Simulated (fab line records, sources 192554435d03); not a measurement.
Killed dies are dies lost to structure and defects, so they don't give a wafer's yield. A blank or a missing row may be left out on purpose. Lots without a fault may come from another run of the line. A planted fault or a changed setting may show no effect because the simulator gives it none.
Split-lot experiment | flow n5_finfet | 7 lots, 39 wafers read, on a route of 1938 steps

THE SPLIT
At N5_BEOL_M0_SAQP_CUT_ETCH_46 (etches SOC in N2/H2, target depth 135 nm, overetch 27 nm, time 202.5 s), the setting target_depth_a was moved away from the recipe's 1350 angstrom on 15 of the 39 wafers read, by -51.4% to +36.9%. The other wafers ran this setting at the recipe's value.

The reading is taken at the split's own step.

THE READING
SiARC_of_BEOL_M0_SAQP_COAT_72.thk_nm (the simulator's own value, which no gauge read), in nm, at N5_BEOL_M0_SAQP_CUT_ETCH_46 (etches SOC in N2/H2, target depth 135 nm, overetch 27 nm, time 202.5 s). The file gives no usual value for it. The 24 wafers here that ran the recipe average 4.9 nm, standard deviation 0.48 nm.

wafer  | tool, chamber at the split | target_depth_a as run, angstrom | against the recipe | SiARC_of_BEOL_M0_SAQP_COAT_72.thk_nm, nm | against lot-mates on the recipe
L079.1 | rie_diel-02, 1             | 1350                            | recipe             | 5.2                                      | -
L079.2 | rie_diel-02, 0             | 1848                            | +36.9%             | 2.2                                      | -3.1
L079.3 | rie_diel-02, 3,1           | 1350                            | recipe             | 5.4                                      | -
L079.6 | rie_diel-02, 3,1           | 1350                            | recipe             | 5.4                                      | -
L079.4 | rie_diel-02, 2             | 1848                            | +36.9%             | 2                                        | -3.3
L079.5 | rie_diel-02, 2             | 1848                            | +36.9%             | 2                                        | -3.3
L082.1 | rie_diel-06, 0             | 1004                            | -25.6%             | 6.2                                      | +1.6
L082.2 | rie_diel-06, 1,2,2         | 1350                            | recipe             | 4.6                                      | -
L082.3 | rie_diel-06, 1,2,2         | 1350                            | recipe             | 4.6                                      | -
L082.6 | rie_diel-06, 1,2,2         | 1350                            | recipe             | 4.6                                      | -
L082.4 | rie_diel-06, 3             | 1004                            | -25.6%             | 7                                        | +2.4
L082.5 | rie_diel-06, 3             | 1004                            | -25.6%             | 7                                        | +2.4
L083.1 | rie_diel-02, 2,0           | 1350                            | recipe             | 5.2                                      | -
L083.4 | rie_diel-02, 2,0           | 1350                            | recipe             | 5.2                                      | -
L083.2 | rie_diel-02, 3             | 1649                            | +22.1%             | 3.8                                      | -1.5
L083.3 | rie_diel-02, 1,0           | 1649                            | +22.1%             | 3.6                                      | -1.7
L083.6 | rie_diel-02, 1,0           | 1649                            | +22.1%             | 3.6                                      | -1.7
L083.5 | rie_diel-02, 3             | 1350                            | recipe             | 5.6                                      | -
L084.1 | rie_diel-02, 3             | 1350                            | recipe             | 5.6                                      | -
L084.2 | rie_diel-02, 0,2,2         | 655.5                           | -51.4%             | 9.4                                      | +4.0
L084.3 | rie_diel-02, 0,2,2         | 655.5                           | -51.4%             | 9.4                                      | +4.0
L084.6 | rie_diel-02, 0,2,2         | 655.5                           | -51.4%             | 9.4                                      | +4.0
L084.4 | rie_diel-02, 0             | 1350                            | recipe             | 5.2                                      | -
L084.5 | rie_diel-02, 3             | 1350                            | recipe             | 5.4                                      | -
L092.1 | rie_diel-06, 2,1,1         | 1350                            | recipe             | 4.6                                      | -
L092.4 | rie_diel-06, 2,1,1         | 1350                            | recipe             | 4.6                                      | -
L092.5 | rie_diel-06, 2,1,1         | 1350                            | recipe             | 4.6                                      | -
L092.2 | rie_diel-06, 3             | 1350                            | recipe             | 4.8                                      | -
L092.3 | rie_diel-06, 0             | 1350                            | recipe             | 4                                        | -
L092.6 | rie_diel-06, 0             | 1350                            | recipe             | 4                                        | -
L096.2 | rie_diel-02, 1             | 1350                            | recipe             | 5.2                                      | -
L096.3 | rie_diel-02, 0             | 1350                            | recipe             | 5.4                                      | -
L096.6 | rie_diel-02, 2             | 1350                            | recipe             | 4.8                                      | -
L097.1 | rie_diel-06, 3             | 1350                            | recipe             | 5                                        | -
L097.2 | rie_diel-06, 2             | 1350                            | recipe             | 4.6                                      | -
L097.3 | rie_diel-06, 0             | 1350                            | recipe             | 4                                        | -
L097.4 | rie_diel-06, 0             | 985.1                           | -27.0%             | 6.6                                      | +2.1
L097.5 | rie_diel-06, 2             | 985.1                           | -27.0%             | 7                                        | +2.5
L097.6 | rie_diel-06, 3             | 985.1                           | -27.0%             | 7.2                                      | +2.7
Where a row lists several chambers, the file gives one row for several wafers and doesn't say which wafer went through which chamber.

THE FIT
A straight line over all 39 wafers: SiARC_of_BEOL_M0_SAQP_COAT_72.thk_nm changes by -0.0786 nm for each +1% of target_depth_a; r = -0.97; the points scatter about the line by 0.45 nm.
The same after taking each lot's own level away (the mean of its wafers on the recipe; 39 wafers): -0.0821 nm for each +1%; r = -0.99; scatter 0.27 nm.
On that fit, the largest move of target_depth_a shifts the reading by 4.2 nm.
The lots' own levels span 4.43 to 5.40 nm, that is 2.0 times the standard deviation above.
So the lot-to-lot level changes the slope little: the two slopes agree.
Check: with one of the wafers moved furthest among these (-51.4%) left out of the fit, the line predicts +4.26 nm for it against its lot-mates. It came out at +4 nm against them.

OTHER SPLITS ON THESE WAFERS
These wafers also went through other splits before the reading. Each is held against what the fit with the lots' levels taken away leaves over:
other split on the same wafers                  | wafers away from the commonest value | r with SiARC_of_BEOL_M0_SAQP_COAT_72.thk_nm (lot level and that fit taken away)
N5_SD_EPI_N_DESCUM_14 time_s                    | 18                                   | +0.26
N5_SDB_ALD_29 ald_cycles                        | 18                                   | +0.05
N5_MOL_CONTACT_COAG_ETCHBACK_136 target_depth_a | 6                                    | +0.18

THE FILE'S OWN FIT
SiARC_of_BEOL_M0_SAQP_COAT_72.thk_nm changes by -0.082 nm for each +1% of target_depth_a, r = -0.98.
